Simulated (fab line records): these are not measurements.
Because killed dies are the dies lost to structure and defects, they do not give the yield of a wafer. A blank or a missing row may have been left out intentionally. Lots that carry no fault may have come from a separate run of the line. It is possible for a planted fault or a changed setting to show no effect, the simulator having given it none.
Problem report, 8D (eight disciplines) form, completed by code | flow nand_harc | the parts of the form that need people (team, actions taken, sign-off) are left out

== 1. THE ISSUE ==
Mean of killed_at_array at NHARC_END_SORT_01: 672 across 6 wafers in 2 lots; on wafers with no fault it is 55 (standard deviation 19). Measured from the usual mean, that is +32 standard deviations.
The first sign was on wafer L257.3 at day 29 16:59, on prober-02. The record holds 15 wafers of 5 lots with a number at this step. Rule for "out", or "out of limits": more than 4 standard deviations from the usual mean. The other wafers with a number count as sound.

== 2. WHAT IT IS, AND WHAT IT ISN'T ==
question                    | is                           | is not
which readings at this step | killed_at_array, killed_dies | killed_at_other, killed_at_periphery, killed_short
which lots                  | L257, L260                   | L248, L261, L266
which wafers of those lots  | all that have a number       | -
read on which gauges        | prober-01, prober-02         | -
when                        | from day 29 16:59            | up to then (3 sound wafers); but 6 sound wafers of L261, L266 came after

== 3. SUSPECTS, AND WHAT RULES EACH OUT ==
Counting: a tool stays on the suspect list if, at a process step up to the reading, it processed all lots that are out and no sound lot following the first of them.
- the gauge at NHARC_END_SORT_01: ruled out. 2 gauges (prober-01, prober-02) read the wafers that are out.
- rie_diel-11 at NHARC_A_STAIRCASE_ETCH_188 (etches the open film in C4F8/O2, target depth 100 nm, time 40.5 s): kept. All lots that are out passed through it, beginning with L257 at day 20 18:53, and no sound lot followed; its final sound lot before that point was L248 at day 16 20:22. Its own readings are out on those wafers: run_length_s.
- rie_diel-11 at NHARC_A_STAIRCASE_TRIM_191 (chemistry O2, time 211.2 s): kept. All lots that are out passed through it, beginning with L257 at day 29 16:59, and no sound lot followed; its final sound lot before that point was L248 at day 25 14:16. Because NHARC_A_STAIRCASE_TRIM_191 lacks a start for some lots, the hours and order of its lots are taken from NHARC_END_SORT_01.
Remaining after the count are rie_diel-11 at NHARC_A_STAIRCASE_ETCH_188 and rie_diel-11 at NHARC_A_STAIRCASE_TRIM_191.

== 4. THE CAUSE (what the simulator had put in) ==
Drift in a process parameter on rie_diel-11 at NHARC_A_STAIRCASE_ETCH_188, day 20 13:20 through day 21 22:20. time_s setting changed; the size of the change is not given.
2 suspects survive the count, and this tool is in that group.

== 5. THE CHAIN OF EFFECTS, in route order ==
Each row: a reading where the mean over the struck wafers with a number is more than 3 standard deviations away from the usual. Scope: only readings with a usual standard deviation given in the record; hours: median across lots of the time from each lot's start at the first step in this table that gives one to its start at this step; sigmas: change in usual standard deviations.
hours | step                       | reading         | usual  | on struck wafers | change | sigmas
0     | NHARC_A_STAIRCASE_ETCH_188 | run_length_s    | 61.9 s | 40.6             | -21.3  | -48
216   | NHARC_END_SORT_01          | killed_at_array | 55     | 672              | +617   | +32
216   | NHARC_END_SORT_01          | killed_dies     | 60     | 677              | +617   | +32
Process steps it contains:
- NHARC_A_STAIRCASE_ETCH_188: etches the open film in C4F8/O2, target depth 100 nm, time 40.5 s.

== 6. HOW IT WOULD HAVE BEEN CAUGHT EARLIER ==
220 hours passed between the start of the fault at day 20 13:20 and the first reading out of limits at a measuring or inspecting step in this record, taken at day 29 16:59.
At NHARC_A_STAIRCASE_ETCH_188, the tool's own readings (run_length_s) were out on each struck wafer the step has a row for, so an alarm limit on them would have fired on the first such wafer.
By day 29 16:59, every lot that is out (2) had started NHARC_A_STAIRCASE_ETCH_188 on rie_diel-11. Holding the tool at that point would not have protected any of them.
